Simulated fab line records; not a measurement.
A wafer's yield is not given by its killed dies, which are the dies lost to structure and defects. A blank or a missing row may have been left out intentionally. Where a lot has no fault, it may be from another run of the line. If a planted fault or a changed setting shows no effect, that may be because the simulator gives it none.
fab line records    flow n5Finfet
record lots=10  wafers=30  lastDay=17
route steps=1938 shown WELL_APT@28 BEOL_M4@1111 PASSIVATION@1936
lots that met no fault: taken from a fault-free run of the same line
startH: the number of hours between the record's first day and the start of the first shown wafer of the lot    waitH: time in hours since the lot's previous step    " unchanged from the row above    L1.1+2: a single row standing in for several wafers    - value missing, or start not given    * or withheld: withheld    < > ~ a bound
route shown NAME@n: NAME is a module with steps in the file, n the number in the route of the first one    usual: mean and standard deviation over wafers with no fault    same: alike in all rows    chamber/n: place in a boat    sites: readings site by site    _std_site: standard deviation across them    _edge_site: inner sites' mean taken away from outer sites' mean    radiusMm: for every site, how far away it sits from the centre of the wafer    mask NAME#n: copy n    behind: tool/chamber where the wafer was last shaped    hold: cause of the lot's hold/its duration in hours/its outcome    device: transistor that didn't switch, given as n, p or np    end of line: at the end of the route, the tests of the same wafers    a step with no rows: only its recipe    killed: dies that structure and defects cost at the first sort, which is not the same as the wafer's yield    map: shows each die of a wafer: x if killed, . if not, _ if none is there
set.NAME: the setting as run; set.NAME@STEP: as run at that earlier step    model.NAME: the simulator's own value behind a step, which no gauge read
route steps across a sampled set of lots; one table per step, one row per wafer
services: from which hour (startH, from the record's first day; less than 0 if before it) a tool's chamber was out of use, for how many hours, and why
## steps
# step N5_WELL_APT_CD_MEAS_08
# recipe targetCdNm=200  landingEnergyEv=500  detector=seInlens
# usual cdNm=199.7/1.3
lot.wafer  tool      chamber  startH  waitH  cdNm
L101.3     cdSem-01  0        13.60   -      199.9
L101.4     "         0        "       "      199.5
L101.6     "         0        "       "      200.4
L102.3     cdSem-01  0        19.69   -      200.1
L102.4     "         0        "       "      200.2
L102.5     "         0        "       "      199.5
L105.2     cdSem-02  0        37.79   -      199.4
L105.5     "         0        "       "      200.6
L105.6     "         0        "       "      201.6
L106.2     cdSem-02  0        43.61   -      200.2
L106.3     "         0        "       "      200.2
L106.6     "         0        "       "      198.5
L108.1     cdSem-03  0        55.56   -      196.1
L108.3     "         0        "       "      197.4
L108.4     "         0        "       "      198.2
L109.2     cdSem-03  0        61.69   -      199.9
L109.3     "         0        "       "      199.1
L109.4     "         0        "       "      200.7
L114.2     cdSem-01  0        92.49   -      199.7
L114.4     "         0        "       "      199.1
L114.5     "         0        "       "      198.8
L116.2     cdSem-02  0        103.95  -      199.6
L116.5     "         0        "       "      199.7
L116.6     "         0        "       "      199.5
L122.4     cdSem-02  0        139.62  -      201.7
L122.5     "         0        "       "      200.7
L122.6     "         0        "       "      201.4
L124.4     cdSem-02  0        151.77  -      199.2
L124.5     "         0        "       "      199.6
L124.6     "         0        "       "      200.5
# step N5_WELL_APT_IMPLANT_14
# recipe species=P  energyKev=160  doseCm2=1.5e+13  tiltDeg=0  rotationDeg=0
# usual beamOnS=10.00/0.19  doseIonsCm2=1.5001e+13/1.9e+10  faradayCurrentUA=190/3.6
lot.wafer  tool          chamber  startH  waitH  beamOnS  doseIonsCm2  faradayCurrentUA
L101.3     implanter-02  0        13.84   0.1    10.19    1.4978e+13   187
L101.4     "             0        "       "      9.90     1.4997e+13   193
L101.6     "             0        "       "      10.04    1.5029e+13   190
L102.3     implanter-02  0        20.13   0.1    10.03    1.5022e+13   190
L102.4     "             0        "       "      9.95     1.5004e+13   192
L102.5     "             0        "       "      9.86     1.5009e+13   194
L105.2     implanter-02  0        38.01   0.1    10.16    1.5016e+13   187
L105.5     "             0        "       "      9.75     1.4993e+13   195
L105.6     "             0        "       "      9.83     1.4988e+13   193
L106.2     implanter-02  0        43.82   0.1    9.72     1.5006e+13   195
L106.3     "             0        "       "      10.15    1.4986e+13   188
L106.6     "             0        "       "      9.78     1.4989e+13   194
L108.1     implanter-01  0        55.77   0.1    10.13    1.5005e+13   187
L108.3     "             0        "       "      9.96     1.4977e+13   191
L108.4     "             0        "       "      9.97     1.4973e+13   191
L109.2     implanter-02  0        61.91   0.1    10.16    1.5005e+13   187
L109.3     "             0        "       "      10.03    1.5015e+13   189
L109.4     "             0        "       "      9.87     1.5019e+13   192
L114.2     implanter-02  0        92.71   0.1    9.62     1.682e+13    221
L114.4     "             0        "       "      9.72     1.6797e+13   219
L114.5     "             0        "       "      9.97     1.6807e+13   213
L116.2     implanter-02  0        104.17  0.1    10.27    1.6794e+13   209
L116.5     "             0        "       "      10.13    1.6816e+13   210
L116.6     "             0        "       "      9.95     1.6789e+13   214
L122.4     implanter-01  0        139.90  0.1    10.22    1.4985e+13   186
L122.5     "             0        "       "      9.76     1.4995e+13   195
L122.6     "             0        "       "      10.22    1.4998e+13   186
L124.4     implanter-01  0        152.04  0.1    9.72     1.4978e+13   196
L124.5     "             0        "       "      10.14    1.4992e+13   188
L124.6     "             0        "       "      9.90     1.4996e+13   192
# step N5_WELL_APT_CD_MEAS_25
# recipe targetCdNm=200  landingEnergyEv=500  detector=seInlens
# usual cdNm=199.7/1.4
lot.wafer  tool      chamber  startH  waitH  cdNm
L101.3     cdSem-03  0        14.76   -      196.9
L101.4     "         0        "       "      197.5
L101.6     "         0        "       "      198.1
L102.3     cdSem-03  0        21.01   -      200.6
L102.4     "         0        "       "      199.8
L102.5     "         0        "       "      199.6
L105.2     cdSem-02  0        38.91   -      199.0
L105.5     "         0        "       "      200.5
L105.6     "         0        "       "      198.3
L106.2     cdSem-01  0        44.85   -      200.4
L106.3     "         0        "       "      200.8
L106.6     "         0        "       "      199.4
L108.1     cdSem-01  0        56.84   -      198.8
L108.3     "         0        "       "      200.8
L108.4     "         0        "       "      200.2
L109.2     cdSem-03  0        62.94   -      199.9
L109.3     "         0        "       "      198.7
L109.4     "         0        "       "      201.1
L114.2     cdSem-01  0        93.64   -      197.4
L114.4     "         0        "       "      201.6
L114.5     "         0        "       "      199.2
L116.2     cdSem-02  0        105.20  -      200.2
L116.5     "         0        "       "      199.6
L116.6     "         0        "       "      201.4
L122.4     cdSem-02  0        140.91  -      199.5
L122.5     "         0        "       "      199.4
L122.6     "         0        "       "      199.8
L124.4     cdSem-03  0        153.05  -      201.2
L124.5     "         0        "       "      199.2
L124.6     "         0        "       "      197.4
# step N5_WELL_APT_EPI_41
# recipe material=Si  targetThkA=500  tempC=650  precursor=SiH4/H2  pressureTorr=20  timeS=297.7
# usual lampInnerPct=13.9/0.75  susceptorTempC=649.97/0.28  throttleValvePct=11.19/0.22
# same timeS=297.7
lot.wafer  tool         chamber  startH  waitH  lampInnerPct  susceptorTempC  throttleValvePct
L101.3     epiRpcvd-04  0        16.16   0.3    14.2          650.15          10.98
L101.4     "            0        "       "      14.4          649.82          11.24
L101.6     "            0        "       "      14.4          649.91          10.91
L102.3     epiRpcvd-04  0        22.86   0.2    14.3          649.88          11.06
L102.4     "            0        "       "      14.4          649.84          11.26
L102.5     "            0        "       "      14.3          649.81          10.90
L105.2     epiRpcvd-04  0        40.11   0.1    14.2          649.63          11.09
L105.5     "            0        "       "      14.2          649.70          11.18
L105.6     "            0        "       "      14.4          649.85          11.34
L106.2     epiRpcvd-04  0        46.30   0.1    14.4          649.85          11.37
L106.3     "            0        "       "      14.4          650.14          10.89
L106.6     "            0        "       "      14.4          649.66          11.08
L108.1     epiRpcvd-04  0        58.59   0.0    14.5          649.54          11.10
L108.3     "            0        "       "      14.3          649.74          11.04
L108.4     "            0        "       "      14.2          649.51          11.24
L109.2     epiRpcvd-03  0        64.13   0.1    12.7          649.68          11.26
L109.3     "            0        "       "      12.7          650.20          11.60
L109.4     "            0        "       "      12.7          650.07          11.51
L114.2     epiRpcvd-04  0        94.88   0.2    14.5          650.00          10.93
L114.4     "            0        "       "      14.5          650.04          10.95
L114.5     "            0        "       "      14.4          649.30          11.10
L116.2     epiRpcvd-04  0        106.60  0.1    14.2          649.86          10.85
L116.5     "            0        "       "      14.4          650.18          11.15
L116.6     "            0        "       "      14.2          650.06          11.16
L122.4     epiRpcvd-02  0        142.81  0.3    14.8          649.67          11.73
L122.5     "            0        "       "      14.9          650.04          11.83
L122.6     "            0        "       "      14.9          650.51          11.79
L124.4     epiRpcvd-04  0        154.69  0.6    14.4          650.39          11.01
L124.5     "            0        "       "      14.2          650.26          11.04
L124.6     "            0        "       "      14.2          649.78          11.19
# step N5_BEOL_M4_RC_MEAS_101
# usual DIBL_N=36.1/1.3  DIBL_P=36.3/1.4  IOFF_N=0.162/0.024  IOFF_P=0.22/0.033  ION_N=674/9.9  ION_P=464/7.6  RS_NWELL=1038/7.4  SS_N=71.6/0.53  SS_P=73.4/0.55  VT_N=249.4/2.9  VT_P=-249/3.3
lot.wafer  tool       chamber  startH  waitH  DIBL_N[mV/V]  DIBL_P[mV/V]  IOFF_N[nA/um]  IOFF_P[nA/um]  ION_N[uA/um]  ION_P[uA/um]  RS_NWELL[ohm/sq]  SS_N[mV/dec]  SS_P[mV/dec]  VT_N[mV]  VT_P[mV]
L101.3     prober-02  0        166.52  0.3    36.7          36.0          0.138          0.19           660           454           1046              71.7          73.4          253.4     -253
L101.4     "          0        "       "      37.0          36.1          0.136          0.19           654           448           1050              71.4          73.6          254.5     -252
L101.6     "          0        "       "      36.6          36.4          0.138          0.19           662           456           1045              71.4          73.4          252.0     -251
L102.3     prober-02  0        172.21  0.3    37.1          37.7          0.190          0.26           702           481           1030              72.4          73.6          245.7     -245
L102.4     "          0        "       "      36.4          37.5          0.172          0.24           674           467           1030              71.5          73.7          248.4     -245
L102.5     "          0        "       "      35.0          34.8          0.144          0.20           669           463           1034              71.5          73.3          249.2     -250
L105.2     prober-01  0        187.04  0.2    36.3          35.9          0.191          0.26           679           470           1044              71.9          74.5          246.7     -245
L105.5     "          0        "       "      35.9          35.8          0.176          0.26           675           474           1036              72.2          74.1          245.9     -245
L105.6     "          0        "       "      36.3          35.8          0.186          0.26           693           477           1036              71.1          73.0          243.3     -245
L106.2     prober-02  0        195.37  0.2    37.0          37.8          0.167          0.19           665           454           1038              71.7          73.1          249.9     -253
L106.3     "          0        "       "      36.8          37.4          0.158          0.18           665           453           1031              70.7          73.3          250.6     -257
L106.6     "          0        "       "      36.0          36.9          0.138          0.18           663           456           1031              71.4          72.8          255.4     -253
L108.1     prober-01  0        202.37  0.0    36.7          37.3          0.166          0.20           670           454           1041              70.2          72.8          248.5     -250
L108.3     "          0        "       "      36.6          36.2          0.155          0.20           672           460           1037              71.3          72.9          248.3     -255
L108.4     "          0        "       "      37.6          37.2          0.177          0.21           670           452           1042              71.9          73.0          248.4     -252
L109.2     prober-01  0        218.14  1.1    34.5          33.5          0.134          0.20           664           462           1043              71.1          73.3          250.1     -252
L109.3     "          0        "       "      35.7          34.1          0.153          0.20           668           464           1043              71.3          72.7          248.3     -248
L109.4     "          0        "       "      36.3          35.7          0.169          0.23           689           473           1053              72.2          73.8          248.7     -247
L114.2     prober-01  0        244.55  0.2    36.6          37.9          0.189          0.28           685           477           985               71.0          74.2          245.0     -242
L114.4     "          0        "       "      35.9          36.8          0.182          0.26           690           474           969               71.6          73.8          246.8     -244
L114.5     "          0        "       "      36.6          37.4          0.191          0.28           695           486           968               71.3          73.7          247.2     -245
L116.2     prober-02  0        255.87  0.2    36.3          37.9          0.187          0.27           687           469           986               71.6          74.0          245.8     -246
L116.5     "          0        "       "      35.5          36.5          0.165          0.24           667           461           983               72.0          73.5          250.1     -246
L116.6     "          0        "       "      35.6          36.2          0.168          0.23           673           464           974               71.6          73.6          251.1     -246
L124.4     prober-01  0        297.02  0.5    36.1          37.0          0.164          0.22           672           464           1043              70.8          73.1          251.3     -248
L124.5     "          0        "       "      33.7          33.6          0.123          0.18           669           464           1040              70.5          72.3          252.1     -251
L124.6     "          0        "       "      37.4          37.4          0.182          0.22           674           459           1037              72.0          73.4          246.8     -249
L122.4     prober-02  0        301.76  0.5    35.8          34.9          0.142          0.22           675           465           1033              71.0          72.7          249.5     -246
L122.5     "          0        "       "      33.6          32.3          0.111          0.18           654           461           1034              71.4          72.7          252.1     -250
L122.6     "          0        "       "      36.4          36.6          0.154          0.24           683           470           1038              71.3          73.4          250.5     -246
# step N5_PASSIVATION_PROBE_49
# usual defectLimitedYield=91.1/1.5  killed_at_M0_to_M3=36/11  killed_at_M4_up=13/5  killedAtContacts=13/5  killedAtFrontEnd=40/12  killedAtOther=3.3/2.3  killedDies=106/17  killedOpen=70/13  killedShort=34/7.6  sort_bin_5_function=5.3/0.96  sort_bin_6_memory=3.3/0.66  sortNPass=1074/17  sortYieldPct=91.1/1.5
# same grossDies=1180  killedAtBackSide=0  sort_bin_4_leakage[%]=0  sort_bin_8_speed[%]=0
lot.wafer  tool       chamber  startH  waitH  defectLimitedYield[%]  killed_at_M0_to_M3  killed_at_M4_up  killedAtContacts  killedAtFrontEnd  killedAtOther  killedDies  killedOpen  killedShort  sort_bin_5_function[%]  sort_bin_6_memory[%]  sortNPass  sortYieldPct[%]
L105.2     prober-01  -        286.65  0.1    89.2                   34                  20               16                54                3              127         88          39           6.4                     4.1                   1053       89.2
L105.5     prober-01  -        286.80  0.2    90.5                   40                  15               3                 50                4              112         65          47           4.9                     4.0                   1068       90.5
L105.6     prober-01  -        286.85  0.3    92.4                   39                  16               12                22                1              90          64          26           4.4                     3.1                   1090       92.4
L116.2     prober-01  -        364.90  0.1    92.0                   25                  17               16                31                5              94          59          33           5.0                     2.6                   1086       92.0
L116.5     prober-01  -        365.05  0.2    89.5                   57                  13               11                42                1              124         89          35           6.7                     3.7                   1056       89.5
L116.6     prober-01  -        365.10  0.3    91.3                   39                  8                14                38                4              103         65          31           4.7                     3.2                   1077       91.3
# killed by level:class
L105.2 FIN_SAQP:geometricParticle:open=17 MOL_CONTACT_COAG:geometricParticle:open=14 FIN_SAQP:geometricParticle:short=10 STI_FIN_REVEAL:geometricParticle:open=8 BEOL_M3:geometricParticle:open=7 GATE_CUT:geometricParticle:short=6 BEOL_M4:geometricParticle:open=6 BEOL_M0_SAQP:geometricParticle:short=6
L105.5 FIN_SAQP:geometricParticle:open=12 FIN_SAQP:geometricParticle:short=12 BEOL_M0_SAQP:geometricParticle:open=12 BEOL_M0_SAQP:geometricParticle:short=10 DUMMY_GATE:geometricParticle:open=5 BEOL_M2:geometricParticle:open=5 BEOL_M5:geometricParticle:open=5 GATE_CUT:geometricParticle:short=4
L105.6 BEOL_M1:geometricParticle:open=11 BEOL_M2:geometricParticle:open=9 MOL_CONTACT_COAG:geometricParticle:open=7 BEOL_M3:geometricParticle:open=6 FIN_SAQP:geometricParticle:short=5 MOL_CONTACT_COAG:geometricParticle:short=5 BEOL_M0_SAQP:geometricParticle:open=5 GATE_CUT:geometricParticle:open=4
L116.2 MOL_CONTACT_COAG:geometricParticle:open=14 BEOL_M1:geometricParticle:open=8 BEOL_M4:geometricParticle:open=8 FIN_SAQP:geometricParticle:short=7 DUMMY_GATE:geometricParticle:open=7 DUMMY_GATE:geometricParticle:short=5 BEOL_M0_SAQP:geometricParticle:short=5 STI_FIN_REVEAL:geometricParticle:open=4
L116.5 BEOL_M0_SAQP:geometricParticle:short=13 BEOL_M0_SAQP:geometricParticle:open=13 BEOL_M3:geometricParticle:open=12 MOL_CONTACT_COAG:geometricParticle:open=10 BEOL_M1:geometricParticle:open=10 DUMMY_GATE:geometricParticle:open=9 STI_FIN_REVEAL:geometricParticle:open=8 BEOL_M2:geometricParticle:open=7
L116.6 MOL_CONTACT_COAG:geometricParticle:open=11 BEOL_M1:geometricParticle:open=9 FIN_SAQP:geometricParticle:short=8 FIN_SAQP:geometricParticle:open=7 DUMMY_GATE:geometricParticle:open=7 BEOL_M0_SAQP:geometricParticle:open=7 BEOL_M3:geometricParticle:open=7 BEOL_M4:geometricParticle:open=6
## services
tool          chamber  startH  hours  kind
epiRpcvd-04   -        -5.66   0.2    repair
epiRpcvd-04   -        12.85   2.0    repair
implanter-01  -        34.66   3.6    repair
implanter-02  -        74.06   3.4    repair
epiRpcvd-02   -        88.27   2.8    pm
epiRpcvd-02   -        107.94  8.1    pm
implanter-02  -        108.52  1.0    repair
implanter-02  -        135.46  4.4    repair
## key
firstSign step=N5_WELL_APT_IMPLANT_14  reading=doseIonsCm2  direction=up  sigmas=95  usual=1.5001e+13  struck=1.6804e+13
effect step=N5_WELL_APT_IMPLANT_14  reading=faradayCurrentUA  direction=up  sigmas=6.7  usual=190  struck=214
effect step=N5_BEOL_M4_RC_MEAS_101  reading=RS_NWELL  direction=down  sigmas=8.2  usual=1038  struck=977
metAt N5_WELL_APT_IMPLANT_14
struckLots L114,L116
notActingAt N5_WELL_APT_CD_MEAS_08,N5_WELL_APT_CD_MEAS_25,N5_WELL_APT_EPI_41
onsetBetween 61.91 92.71
fault kind=processParameterDrift  tool=implanter-02  chamber=-  onsetH=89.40  steps=N5_WELL_APT_IMPLANT_14  channel=doseCm2  offset=1.8022e+12  shape=step  endH=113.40  actsIn=theseRecipesOnly  stated=1.5e+13
